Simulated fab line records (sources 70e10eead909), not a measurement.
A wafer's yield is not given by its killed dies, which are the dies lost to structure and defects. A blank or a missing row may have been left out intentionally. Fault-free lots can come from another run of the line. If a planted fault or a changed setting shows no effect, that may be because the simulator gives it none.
fab line records + flow nandHarc
record
- lots=6
- wafers=18
- lastDay=33
route steps=1302 shown A_WL_FILL@965 A_CONTACT@983 END@1302
lots that met no fault: from a run of the same line without faults
startH: start of the lot's first displayed wafer, in hours after the record's first day + waitH: hours since the lot's step before + " repeats the value in the row above + L1.1+2: a single row standing in for several wafers + - value missing, or start not given + * or withheld: withheld + < > ~ a bound
route shown NAME@n: names a module that has steps shown in the file, with the first one's number in the route + usual: mean/standard deviation of fault-free wafers + same: alike in all rows + chamber/n: place in a boat + sites: per-site readings + _std_site: the values' standard deviation + _edge_site: the outer-site mean with the inner-site mean subtracted + radiusMm: how far each site lies from the wafer's centre + mask NAME#n: copy n + behind: the tool/chamber that last shaped the wafer + hold: what put the lot on hold/how long, in hours/how the hold closed + device: names the non-switching transistor (n, p or np) + end of line: the route-end tests of the same wafers + where a step has no rows: the recipe by itself + killed: at the first sort, the dies lost to defects and structure; wafer yield is something else + map: the dies of a wafer, with x for killed, . for not killed, _ for no die there
set.NAME: the setting that was run; set.NAME@STEP: the one run at that earlier step + model.NAME: the simulator's own value behind a step, which no gauge read
lots at selected steps of the route; one table per step, one row per wafer
services: the hour from which a tool's chamber was out of use, counted from the record's first day as startH (under 0 if before that day), plus the number of hours and why
## steps
# step NHARC_A_WL_FILL_ALD_10
# recipe
- targetThkA=500
- pulseTimeS=10
- aldCycles=500
- tempC=300
- material=SiO2
# step NHARC_A_WL_FILL_ETCHBACK_16
# recipe
- targetDepthA=1200
- timeS=24
- c4f8FlowSccm=withheld
- o2FlowSccm=8
- arFlowSccm=withheld
- rfW=600
- biasW=800
- chemistry=C4F8/O2/Ar
# usual
- oesProductAu=0.97/0.03
- rfVppV=723/4.5
| lot.wafer | tool       | chamber | startH | waitH | oesProductAu | rfHoursCounterH | rfVppV |
|-----------|------------|---------|--------|-------|--------------|-----------------|--------|
| L901.3    | rieDiel-05 | 2       | -      | -     | 0.99         | 2.1             | 722    |
| L901.4    | "          | 3       | "      | "     | 1.03         | 3.4             | 727    |
| L901.6    | "          | 2       | "      | "     | 0.99         | -               | 720    |
| L907.1    | rieDiel-02 | 2       | -      | -     | 0.92         | 3.5             | 717    |
| L907.3    | "          | 3       | "      | "     | 0.93         | 4.1             | 725    |
| L907.6    | "          | 1       | "      | "     | 0.92         | -               | 719    |
| L906.1    | rieDiel-11 | 2       | -      | -     | 0.98         | 5.5             | 730    |
| L906.3    | "          | 0       | "      | "     | 0.97         | 4.8             | 726    |
| L906.6    | "          | 2       | "      | "     | 0.97         | -               | 730    |
| L919.4    | rieDiel-11 | 2       | -      | -     | 0.99         | 2.8             | 731    |
| L919.1    | "          | 0       | "      | "     | 1.02         | 3.1             | 726    |
| L919.2    | "          | 1       | "      | "     | 0.97         | 3.0             | 719    |
| L921.2    | rieDiel-05 | 2       | -      | -     | 0.96         | 2.7             | 720    |
| L921.3    | "          | 3       | "      | "     | 0.96         | 2.7             | 726    |
| L921.6    | "          | 3       | "      | "     | 0.95         | -               | 727    |
| L923.2    | rieDiel-02 | 2       | -      | -     | 1.02         | 4.2             | 716    |
| L923.6    | "          | 3       | "      | "     | 1.00         | -               | 724    |
| L923.5    | "          | 0       | "      | "     | 0.97         | -               | 723    |
# step NHARC_A_WL_FILL_STRIP_29
# recipe
- timeS=20
- o2FlowSccm=500
- arFlowSccm=0
- biasW=0
- chemistry=O2
# step NHARC_A_WL_FILL_ETCHBACK_17
# recipe
- targetDepthA=40
- timeS=26.7
- chemistry=Cl2/BCl3
# usual
- drypumpMotorCurrentA=5.9/0.51
- oesProductAu=0.996/0.012
| lot.wafer | tool        | chamber | startH | waitH | drypumpMotorCurrentA | oesProductAu | rfHoursCounterH |
|-----------|-------------|---------|--------|-------|----------------------|--------------|-----------------|
| L901.4    | rieMetal-01 | 1       | 484.20 | -     | 5.5                  | 0.994        | -               |
| L901.3    | "           | 0       | "      | "     | 5.3                  | 1.010        | -               |
| L901.6    | "           | 1       | "      | "     | 5.5                  | 0.993        | -               |
| L907.1    | rieMetal-01 | 0       | 547.67 | -     | 5.3                  | 1.016        | 2.4             |
| L907.3    | "           | 0       | "      | "     | 5.3                  | 1.024        | -               |
| L907.6    | "           | 0       | "      | "     | 5.3                  | 1.007        | -               |
| L906.1    | rieMetal-02 | 1       | 549.83 | -     | 6.1                  | 0.992        | 1.4             |
| L906.3    | "           | 1       | "      | "     | 6.1                  | 0.986        | -               |
| L906.6    | "           | 1       | "      | "     | 6.1                  | 0.992        | -               |
| L919.1    | rieMetal-03 | 1       | 661.32 | -     | 6.2                  | 1.007        | 2.5             |
| L919.2    | "           | 0       | "      | "     | 5.5                  | 0.982        | 2.5             |
| L919.4    | "           | 0       | "      | "     | 5.5                  | 0.982        | -               |
| L921.2    | rieMetal-01 | 0       | 693.66 | -     | 5.3                  | 1.012        | 2.0             |
| L921.3    | "           | 1       | "      | "     | 5.5                  | 1.011        | -               |
| L921.6    | "           | 1       | "      | "     | 5.5                  | 1.003        | -               |
| L923.2    | rieMetal-03 | 1       | 714.58 | -     | 6.2                  | 0.998        | 0               |
| L923.6    | "           | 1       | "      | "     | 6.2                  | 1.007        | -               |
| L923.5    | "           | 0       | "      | "     | 5.6                  | 0.989        | -               |
# step NHARC_A_WL_FILL_PRECLEAN_18
# recipe
- timeS=30
- chemistry=dHF
# step NHARC_A_WL_FILL_SRD_21
# step NHARC_A_WL_FILL_CVD_23
# recipe
- targetThkA=400
- tempC=620
- pressureMtorr=200
- timeS=800
- material=poly-Si
# step NHARC_A_WL_FILL_ETCHBACK_26
# recipe
- targetDepthA=520
- timeS=13.3
- hbrFlowSccm=150
- rfW=350
- icpW=350
- biasW=60
- chemistry=HBr
# step NHARC_A_WL_FILL_PRECLEAN_30
# recipe
- timeS=10
- chemistry=dHF
# step NHARC_A_WL_FILL_SRD_14
# step NHARC_A_WL_FILL_ALD_19
# recipe
- targetThkA=20
- pulseTimeS=3
- aldCycles=100
- tempC=450
- material=TiN
# step NHARC_A_WL_FILL_CVD_20
# recipe
- targetThkA=1000
- tempC=400
- pressureTorr=40
- wf6FlowSccm=40
- h2FlowSccm=1600
- arFlowSccm=1560
- timeS=74
- material=W
# usual
- heaterPowerW=836/31
- throttleValvePct=7.9/0.41
| lot.wafer | tool    | chamber | startH | waitH | heaterPowerW | throttleValvePct |
|-----------|---------|---------|--------|-------|--------------|------------------|
| L901.4    | cvdW-01 | 0       | 489.90 | -     | 813          | 8.6              |
| L901.3    | "       | 1       | "      | "     | 843          | 7.8              |
| L901.6    | "       | 0       | "      | "     | 809          | 8.2              |
| L907.1    | cvdW-02 | 1       | 553.56 | -     | 829          | 8.3              |
| L907.3    | "       | 1       | "      | "     | 813          | 7.9              |
| L907.6    | "       | 1       | "      | "     | 798          | 8.2              |
| L906.1    | cvdW-02 | 1       | 553.68 | -     | 823          | 7.9              |
| L906.3    | "       | 0       | "      | "     | 847          | 7.4              |
| L906.6    | "       | 0       | "      | "     | 831          | 7.1              |
| L919.1    | cvdW-01 | 0       | 666.98 | -     | 882          | 8.5              |
| L919.2    | "       | 1       | "      | "     | 828          | 7.7              |
| L919.4    | "       | 0       | "      | "     | 887          | 8.1              |
| L921.2    | cvdW-02 | 0       | 699.33 | -     | 840          | 7.3              |
| L921.3    | "       | 0       | "      | "     | 819          | 7.5              |
| L921.6    | "       | 1       | "      | "     | 776          | 8.3              |
| L923.2    | cvdW-01 | 1       | 720.18 | -     | 842          | 7.8              |
| L923.5    | "       | 1       | "      | "     | 851          | 7.6              |
| L923.6    | "       | 0       | "      | "     | 871          | 8.3              |
# step NHARC_A_WL_FILL_CMP_12
# recipe
- tOverpolishS=30
- targetThkNm=100
# usual
- motorCurrentA=12.2/1.2
- overpolishRunS=30.000/0.0091
- slurryFilterDpKPa=13.48/0.14
- timeToEndpointS=20/3.4
| lot.wafer | tool   | chamber | startH | waitH | motorCurrentA | overpolishRunS | slurryFilterDpKPa | timeToEndpointS |
|-----------|--------|---------|--------|-------|---------------|----------------|-------------------|-----------------|
| L901.3    | cmp-01 | 2       | 490.09 | 0.1   | 10.9          | 30.017         | 13.43             | 17              |
| L901.4    | "      | 3       | "      | "     | 10.7          | 30.005         | 13.34             | 19              |
| L901.6    | "      | 0       | "      | "     | 14.1          | 29.996         | 13.64             | 19              |
| L907.1    | cmp-02 | 1       | 553.72 | 0.1   | 12.0          | 30.032         | 13.77             | 21              |
| L907.3    | "      | 2       | "      | "     | 12.5          | 30.011         | 13.76             | 25              |
| L907.6    | "      | 1       | "      | "     | 11.9          | 29.996         | 13.29             | 20              |
| L906.1    | cmp-03 | 2       | 553.88 | 0.2   | 14.3          | 30.002         | 13.44             | 19              |
| L906.3    | "      | 3       | "      | "     | 10.9          | 30.002         | 13.53             | 24              |
| L906.6    | "      | 2       | "      | "     | 13.9          | 29.996         | 13.50             | 25              |
| L919.1    | cmp-02 | 3       | 667.16 | 0.2   | 10.7          | 29.993         | 13.40             | 17              |
| L919.2    | "      | 0       | "      | "     | 12.5          | 30.006         | 13.55             | 23              |
| L919.4    | "      | 2       | "      | "     | 12.2          | 29.997         | 13.32             | 22              |
| L921.3    | cmp-01 | 2       | 699.51 | 0.1   | 11.3          | 30.006         | 13.41             | 15              |
| L921.2    | "      | 1       | "      | "     | 12.3          | 30.004         | 13.57             | 24              |
| L921.6    | "      | 3       | "      | "     | 11.4          | 30.001         | 13.42             | 19              |
| L923.2    | cmp-03 | 1       | 720.41 | 0.2   | 13.6          | 30.005         | 13.53             | 24              |
| L923.5    | "      | 3       | "      | "     | 11.0          | 30.018         | 13.51             | 24              |
| L923.6    | "      | 0       | "      | "     | 12.0          | 30.009         | 13.56             | 20              |
# step NHARC_A_WL_FILL_SRD_31
# step NHARC_A_CONTACT_DEP_24
# recipe
- targetThkA=5000
- tempC=400
- pressureTorr=6.5
- rfW=900
- teosFlowSccm=161.4
- flowSccm=2650
- targetThkNm=500
- gas=O2
- material=SiO2
# usual
- heaterPowerW=564/75
- showerheadVppV=1812/87
- throttleValvePct=16.3/0.43
| lot.wafer | tool     | chamber | startH | waitH | heaterPowerW | showerheadVppV | throttleValvePct |
|-----------|----------|---------|--------|-------|--------------|----------------|------------------|
| L901.3    | pecvd-02 | 2       | 490.57 | 0.1   | 497          | 1770           | 16.3             |
| L901.6    | "        | 2       | "      | "     | 530          | 1789           | 16.4             |
| L901.4    | "        | 1       | "      | "     | 590          | 1709           | 17.0             |
| L907.1    | pecvd-01 | 0       | 554.27 | 0.1   | 466          | 1806           | 15.6             |
| L907.3    | "        | 1       | "      | "     | 410          | 1803           | 15.2             |
| L907.6    | "        | 0       | "      | "     | 485          | 1816           | 15.9             |
| L906.3    | pecvd-02 | 2       | 554.40 | 0.1   | 590          | 1815           | 16.5             |
| L906.1    | "        | 0       | "      | "     | 541          | 1796           | 16.4             |
| L906.6    | "        | 0       | "      | "     | 567          | 1808           | 16.4             |
| L919.2    | pecvd-02 | 0       | 667.71 | 0.1   | 612          | 1793           | 16.9             |
| L919.1    | "        | 2       | "      | "     | 558          | 1786           | 15.7             |
| L919.4    | "        | 0       | "      | "     | 602          | 1809           | 16.5             |
| L921.3    | pecvd-01 | 1       | 700.07 | 0.1   | 416          | 1804           | 15.8             |
| L921.2    | "        | 0       | "      | "     | 461          | 1831           | 15.3             |
| L921.6    | "        | 2       | "      | "     | 430          | 1912           | 15.9             |
| L923.2    | pecvd-03 | 0       | 720.96 | 0.1   | 636          | 1705           | 16.3             |
| L923.5    | "        | 0       | "      | "     | 638          | 1680           | 16.4             |
| L923.6    | "        | 1       | "      | "     | 508          | 1972           | 16.8             |
# step NHARC_A_CONTACT_DEP_28
# recipe
- targetThkA=70000
- tempC=400
- material=aC
# step NHARC_A_CONTACT_DEP_29
# recipe
- targetThkA=1000
- targetThkNm=100
- tempC=400
- pressureTorr=3.5
- flowSccm=200
- rfW=350
- material=SiON
# step NHARC_A_CONTACT_DEHYDRATE_32
# recipe
- tempC=150
- timeS=120
# step NHARC_A_CONTACT_HMDS_33
# recipe
- timeS=30
# step NHARC_A_CONTACT_COAT_34
# recipe
- tempC=260
- timeS=75
# step NHARC_A_CONTACT_COAT_35
# recipe
- tempC=225
- timeS=65
# step NHARC_A_CONTACT_COAT_36
# recipe
- spinRpm=1500
- resistThkNm=90
# step NHARC_A_CONTACT_SOFTBAKE_37
# recipe
- tempC=105
- timeS=55
# step NHARC_A_CONTACT_EBR_38
# step NHARC_A_CONTACT_EXPOSE_39
# recipe
- na=1.35
- sigmaOuter=0.8
- doseMj=58.79
- maskId=A_CC_3
# step NHARC_A_CONTACT_PEB_40
# recipe
- pebTempC=100
- pebTimeS=65
# step NHARC_A_CONTACT_DEVELOP_41
# recipe
- developTimeS=35
- devTempC=23
# step NHARC_A_CONTACT_CD_MEAS_42
# recipe
- targetCdNm=300
- landingEnergyEv=500
# usual
- cdNm=299.9/0.6
| lot.wafer | tool     | chamber | startH | waitH | cdNm  |
|-----------|----------|---------|--------|-------|-------|
| L901.3    | cdSem-01 | 0       | 501.94 | -     | 299.2 |
| L901.4    | "        | 0       | "      | "     | 299.4 |
| L901.6    | "        | 0       | "      | "     | 299.5 |
| L907.1    | cdSem-01 | 0       | 561.41 | -     | 300.0 |
| L907.3    | "        | 0       | "      | "     | 300.1 |
| L907.6    | "        | 0       | "      | "     | 299.9 |
| L906.1    | cdSem-02 | 0       | 564.66 | -     | 299.5 |
| L906.3    | "        | 0       | "      | "     | 299.1 |
| L906.6    | "        | 0       | "      | "     | 299.4 |
| L919.1    | cdSem-03 | 0       | 675.68 | -     | 300.2 |
| L919.2    | "        | 0       | "      | "     | 299.7 |
| L919.4    | "        | 0       | "      | "     | 300.2 |
| L921.2    | cdSem-03 | 0       | 705.69 | -     | 299.3 |
| L921.3    | "        | 0       | "      | "     | 299.6 |
| L921.6    | "        | 0       | "      | "     | 298.6 |
| L923.2    | cdSem-01 | 0       | 726.33 | -     | 299.6 |
| L923.5    | "        | 0       | "      | "     | 300.8 |
| L923.6    | "        | 0       | "      | "     | 300.0 |
# step NHARC_A_CONTACT_OVL_MEAS_43
# usual
- overlayXNm=0.0/0.79
- overlayYNm=0.1/0.81
| lot.wafer | tool       | chamber | startH | waitH | overlayXNm | overlayYNm |
|-----------|------------|---------|--------|-------|------------|------------|
| L901.3    | overlay-02 | -       | 502.02 | -     | -0.7       | 0.0        |
| L901.4    | "          | -       | "      | "     | -0.6       | 0.9        |
| L901.6    | "          | -       | "      | "     | -0.8       | 0.6        |
| L907.1    | overlay-02 | -       | 561.50 | -     | -0.4       | 0.4        |
| L907.3    | "          | -       | "      | "     | 0.3        | 0.3        |
| L907.6    | "          | -       | "      | "     | 0.3        | 0.3        |
| L906.1    | overlay-02 | -       | 564.75 | -     | -0.5       | -0.6       |
| L906.3    | "          | -       | "      | "     | -0.4       | -0.4       |
| L906.6    | "          | -       | "      | "     | -0.3       | -0.7       |
| L919.1    | overlay-01 | -       | 675.77 | -     | 0.0        | 0.6        |
| L919.2    | "          | -       | "      | "     | 0.3        | -0.3       |
| L919.4    | "          | -       | "      | "     | 0.3        | 0.1        |
| L921.2    | overlay-02 | -       | 705.78 | -     | -1.0       | 0.6        |
| L921.3    | "          | -       | "      | "     | -0.9       | 0.4        |
| L921.6    | "          | -       | "      | "     | -0.2       | 0.3        |
| L923.2    | overlay-02 | -       | 726.41 | -     | -1.5       | 0.0        |
| L923.5    | "          | -       | "      | "     | -1.4       | -0.5       |
| L923.6    | "          | -       | "      | "     | -1.6       | -0.6       |
# step NHARC_A_CONTACT_DESCUM_47
# recipe
- timeS=3
- o2FlowSccm=200
- arFlowSccm=0
- biasPowerW=0
- chemistry=O2
# usual
- drypumpMotorCurrentA=5.8/0.56
- o2FlowSccm=200.0/0.59
- oesProductAu=1.002/0.015
- rfVppV=57.7/0.83
- showerheadPlenumPTorr=1.89/0.067
- throttleValvePct=11.310/0.0088
| lot.wafer | tool       | chamber | startH | waitH | drypumpMotorCurrentA | o2FlowSccm | oesProductAu | rfHoursCounterH | rfVppV | showerheadPlenumPTorr | throttleValvePct |
|-----------|------------|---------|--------|-------|----------------------|------------|--------------|-----------------|--------|-----------------------|------------------|
| L901.4    | rieDiel-06 | 2       | 502.12 | 0.1   | 5.6                  | 200.9      | 0.983        | 1               | 57.8   | 1.80                  | 11.305           |
| L901.3    | "          | 3       | "      | "     | 6.5                  | 200.3      | 1.010        | 1               | 57.7   | 1.95                  | 11.306           |
| L901.6    | "          | 3       | "      | "     | 6.5                  | 199.8      | 1.021        | -               | 58.2   | 1.95                  | 11.311           |
| L907.1    | rieDiel-06 | 2       | 561.60 | 0.1   | 5.6                  | 200.1      | 0.994        | 13              | 57.4   | 1.80                  | 11.314           |
| L907.3    | "          | 0       | "      | "     | 5.0                  | 200.3      | 0.996        | 12              | 56.7   | 1.90                  | 11.316           |
| L907.6    | "          | 2       | "      | "     | 5.6                  | 200.9      | 0.994        | -               | 57.9   | 1.80                  | 11.320           |
| L906.1    | rieDiel-06 | 1       | 564.84 | 0.1   | 6.2                  | 200.3      | 1.000        | 14              | 58.3   | 2.01                  | 11.311           |
| L906.3    | "          | 0       | "      | "     | 5.0                  | 199.3      | 0.993        | 13              | 57.7   | 1.89                  | 11.318           |
| L906.6    | "          | 2       | "      | "     | 5.6                  | 199.4      | 1.003        | -               | 58.0   | 1.80                  | 11.303           |
| L919.1    | rieDiel-06 | 0       | 675.88 | 0.1   | 5.0                  | 199.8      | 1.004        | 1               | 58.0   | 1.89                  | 11.310           |
| L919.4    | "          | 1       | "      | "     | 6.2                  | 200.3      | 1.005        | 1               | 57.3   | 2.00                  | 11.304           |
| L919.2    | "          | 2       | "      | "     | 5.6                  | 198.7      | 1.007        | 1               | 59.1   | 1.79                  | 11.311           |
| L921.3    | rieDiel-06 | 2       | 705.89 | 0.1   | 5.6                  | 199.4      | 1.000        | 6               | 57.1   | 1.79                  | 11.294           |
| L921.2    | "          | 3       | "      | "     | 6.5                  | 199.8      | 0.988        | 5               | 58.5   | 1.94                  | 11.319           |
| L921.6    | "          | 0       | "      | "     | 5.0                  | 198.8      | 0.999        | -               | 57.7   | 1.89                  | 11.301           |
| L923.2    | rieDiel-13 | 2       | 726.53 | 0.1   | 5.9                  | 200.8      | 1.005        | 7               | 57.6   | 1.83                  | 11.309           |
| L923.5    | "          | 0       | "      | "     | 5.4                  | 200.6      | 1.018        | -               | 58.2   | 1.90                  | 11.304           |
| L923.6    | "          | 1       | "      | "     | 5.6                  | 199.9      | 1.025        | -               | 57.7   | 1.83                  | 11.317           |
# step NHARC_A_CONTACT_ETCH_48
# recipe
- targetDepthA=390
- overEtchFrac=0.3
- timeS=65
- ionEnergyEv=80
- cf4FlowSccm=150
- arFlowSccm=0
- rfW=300
- biasW=100
- chemistry=CF4
# step NHARC_A_CONTACT_ETCH_49
# recipe
- targetDepthA=2600
- overEtchFrac=0.3
- timeS=475.3
- ionEnergyEv=200
- n2FlowSccm=150
- h2FlowSccm=150
- arFlowSccm=0
- rfW=400
- biasW=150
- chemistry=N2/H2
# step NHARC_A_CONTACT_ETCH_50
# recipe
- targetDepthA=1210
- timeS=60.5
- cf4FlowSccm=100
- chf3FlowSccm=30
- arFlowSccm=0
- rfW=500
- biasW=200
- chemistry=CF4/CHF3
# step NHARC_A_CONTACT_ETCH_51
# recipe
- targetDepthA=70000
- overEtchFrac=0.3
- timeS=1820
- ionEnergyEv=150
- o2FlowSccm=400
- cosFlowSccm=20
- arFlowSccm=0
- rfW=500
- biasW=300
- chemistry=O2/COS
# step NHARC_A_CONTACT_ETCH_111
# recipe
- sourceW=withheld
- pressureMtorr=20
- biasV=withheld
- timeS=140
- targetDepthA=7000
- arFlowSccm=withheld
- c4f8FlowSccm=withheld
- o2FlowSccm=withheld
- chemistry=C4F8/O2/Ar
# step NHARC_END_SORT_01
# recipe
- tempC=25
# usual
- killedAtArray=55/17
- killedAtOther=0.9/1.2
- killedAtPeriphery=3.7/2.5
- killedDies=59/18
- killedOpen=3.4/1.9
- killedShort=2.6/1.6
# same
- grossDies=677
| lot.wafer | tool      | chamber | startH | waitH | killedAtArray | killedAtOther | killedAtPeriphery | killedDies | killedOpen | killedShort |
|-----------|-----------|---------|--------|-------|---------------|---------------|-------------------|------------|------------|-------------|
| L907.1    | prober-01 | 0       | 639.43 | 2.5   | 125           | 1             | 2                 | 128        | 5          | 2           |
| L907.3    | prober-01 | 0       | 641.04 | 3.1   | 127           | 0             | 1                 | 128        | 4          | 2           |
| L907.6    | prober-01 | 0       | 643.45 | 4.0   | 143           | 0             | 4                 | 147        | 4          | 2           |
| L906.1    | prober-01 | 0       | 647.29 | 2.5   | 132           | 2             | 1                 | 135        | 4          | 3           |
# killed by level:class
L907.1 A_WL_FILL:unspecified=60 A_CHANNEL_HOLE_D1:chamberFilmFlake=29 A_SLIT:chamberFilmFlake=17 A_CHANNEL_HOLE_D2:chamberFilmFlake=6 A_BONDPAD:chamberFilmFlake=4 A_DECK1_JOINT:geometricParticle:short=2 P_GATE:chamberFilmFlake=2 A_CHANNEL_FILL_D1:geometricParticle:open=1
L907.3 A_WL_FILL:unspecified=64 A_CHANNEL_HOLE_D1:chamberFilmFlake=21 A_SLIT:chamberFilmFlake=15 A_CHANNEL_HOLE_D2:chamberFilmFlake=11 A_SGD_CUT:chamberFilmFlake=4 A_BONDPAD:chamberFilmFlake=3 P_M2:geometricParticle:open=1 A_ONON_D1:geometricParticle:short=1
L907.6 A_WL_FILL:unspecified=57 A_CHANNEL_HOLE_D1:chamberFilmFlake=32 A_SLIT:chamberFilmFlake=28 A_CHANNEL_HOLE_D2:chamberFilmFlake=10 A_SGD_CUT:chamberFilmFlake=4 P_GATE:chamberFilmFlake=3 A_DECK1_JOINT:geometricParticle:open=2 A_STAIRCASE:chamberFilmFlake=2
L906.1 A_WL_FILL:unspecified=61 A_CHANNEL_HOLE_D1:chamberFilmFlake=21 A_SLIT:chamberFilmFlake=19 A_CHANNEL_HOLE_D2:chamberFilmFlake=17 A_CONTACT:chamberFilmFlake=7 A_DECK1_JOINT:geometricParticle:short=2 A_WL_FILL:chamberFilmFlake=2 P_M1:geometricParticle:short=1
# map L906.1 (x killed, . not)
____________.____________
_________.x..x.._________
_______xxx........_______
______xxxxx........______
_____xxxxx.........._____
____..x..............____
____..x.x............____
___...x...............___
___..................x___
__......x...x..........__
__......xx.............__
_....x......x..........._
_..x..xx....xx.........._
_xxxx.x.x...x..........x_
_xxxxxxxx.x.x..........._
_xxxxxxxxx.............._
xxxxxxxxxxxx.............
xxxxxxxxxxx.........x...x
xxxxxxxxxx...............
xxxxxxxxx................
xxxxxxxxxx...............
_xxxxxx.x..............._
_xxxx..x................_
_xxxx..................._
_x...xx................._
_.xx...................._
__.x...................__
__.....................__
___...................___
___...................___
____.................____
____.................____
_____..............._____
______.............______
_______........x.._______
_________......._________
____________.____________
# map L907.6 (x killed, . not)
____________x____________
_________.x....._________
_______x..x......._______
______.x.xx........______
_____...xx...x..x..._____
____..x..x.....x.....____
____......x......x...____
___...xx..............___
___....x..............___
__....x..x........x....__
__x.xx.x.............x.__
_.x..xxx...x............_
_xxxxxxxx......x........_
_xxxxxx..x........x....._
_xxxxxxxxxx............._
_xxxxxxxxxx............._
xxxxxxxxxxx..............
xxxxxxxxxxx........x.....
xxxxxxxxxxx......x.......
xxxxxxx.x.........x......
xxxxxxxxx.x..............
_xxxxx..x......x........_
_xxxxx.................._
_xxxx.x.....x.....x....._
_xx....................._
_.x....................._
__..........x..........__
__.....................__
___...................___
___...................___
____.................____
____.................____
_____.......x......._____
______.............______
_______..........._______
_________......._________
____________.____________
## services
| tool        | chamber | startH | hours | kind   |
|-------------|---------|--------|-------|--------|
| pecvd-02    | 0       | 461.64 | 21.0  | repair |
| rieDiel-11  | -       | 463.34 | 0.4   | repair |
| cmp-01      | -       | 479.50 | 4.0   | pm     |
| rieDiel-06  | -       | 484.24 | 9.0   | pm     |
| pecvd-02    | -       | 488.13 | 0.5   | repair |
| pecvd-02    | 0       | 491.80 | 23.2  | repair |
| pecvd-01    | -       | 492.07 | 13.0  | pm     |
| rieDiel-05  | 1       | 497.95 | 4.8   | repair |
| cmp-01      | -       | 512.61 | 1.2   | repair |
| rieMetal-03 | -       | 519.00 | 9.0   | pm     |
| cmp-02      | -       | 528.39 | 4.0   | pm     |
| cmp-03      | -       | 541.63 | 3.1   | repair |
| cvdW-01     | -       | 547.00 | 13.0  | pm     |
| rieDiel-05  | 0       | 548.11 | 2.9   | repair |
| rieDiel-02  | 1       | 550.49 | 4.0   | repair |
| cmp-03      | -       | 554.37 | 4.0   | pm     |
| cvdW-01     | 1       | 569.89 | 21.2  | repair |
| rieDiel-02  | -       | 570.70 | 9.0   | pm     |
| rieMetal-01 | -       | 575.00 | 9.0   | pm     |
| rieDiel-06  | 2       | 586.16 | 8.3   | repair |
| pecvd-02    | -       | 589.01 | 13.0  | pm     |
| rieMetal-01 | 0       | 599.62 | 1.3   | repair |
| cvdW-02     | -       | 631.00 | 13.0  | pm     |
| rieDiel-06  | -       | 661.24 | 9.0   | pm     |
## key
firstSign
- step=NHARC_END_SORT_01
- reading=killedAtArray
- direction=up
- sigmas=4.5
- usual=55
- struck=132
effect
- step=NHARC_END_SORT_01
- reading=killedDies
- direction=up
- sigmas=4.3
- usual=59
- struck=134
moreKillsBornAt
- NHARC_A_WL_FILL_CVD_20@cvdW-02=242
metAt NHARC_A_WL_FILL_CVD_20
struckWafers L906.1,L907.1,L907.3,L907.6
testerLeftOut L906,L907
fault
- kind=chamberParticleSource
- tool=cvdW-02
- chamber=1
- onsetH=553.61
- steps=NHARC_A_WL_FILL_CVD_20
- ratePerVisitCm2=0.67912
- endH=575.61
# testerLeftOut: of these lots the tester's yield and bins aren't shown, on N5 and GAA mostly nor the transistor test; their killed dies are dies lost to structure and defects alone, not to doping, threshold or leakage, so they don't give the yield
